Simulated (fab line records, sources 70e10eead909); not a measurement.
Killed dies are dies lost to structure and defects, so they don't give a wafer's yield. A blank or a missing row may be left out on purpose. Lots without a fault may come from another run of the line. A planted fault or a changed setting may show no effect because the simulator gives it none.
Chamber matching | flow nand_harc | NHARC_A_CONTACT_CMP_20 on cmp-03: 4 sister chambers
The step polishes, t overpolish 30 s, target thk 300 nm. 4 wafers are shown with their chamber, then 7 later ones without.

WAFERS WITH THEIR CHAMBER
wafer  | chamber | motor_current_A (A)
L171.5 | 2       | 12.1
L175.2 | 1       | 13.5
L178.1 | 0       | 11.3
L178.3 | 3       | 13.5

WAFERS WITHOUT THEIR CHAMBER
wafer  | motor_current_A (A)
L178.4 | 12.3
L188.1 | 13.3
L188.2 | 12.3
L188.6 | 11.7
L189.2 | 11.7
L189.3 | 12.5
L189.6 | 11.1

WHICH CHAMBER EACH WENT THROUGH
wafer  | from the rows above          | in truth
L178.4 | 2                            | 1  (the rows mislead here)
L188.1 | can't be placed: 1 or 3      | 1
L188.2 | 2                            | 2
L188.6 | can't be placed: 0 or 2      | 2
L189.2 | can't be placed: 0 or 2      | 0
L189.3 | can't be placed: 2 or 1 or 3 | 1
L189.6 | 0                            | 0
Placed correctly: 2 of 7. Can't be placed from these rows: 4 (the true chamber is among the candidates in 4). Placed wrongly: 1.
How it was worked out, from the rows above alone: a wafer's distance from a chamber is the root of the sum, over the readings, of the square of ((its reading less the chamber's mean) divided by the reading's scatter). The wafer belongs to the nearest chamber; if the next one is less than 2 further off, it can't be placed. A chamber's mean is the mean of its shown wafers. The scatter: with one shown wafer a chamber, the root of the mean of the squares of how far each hidden wafer lies from its nearest shown one.
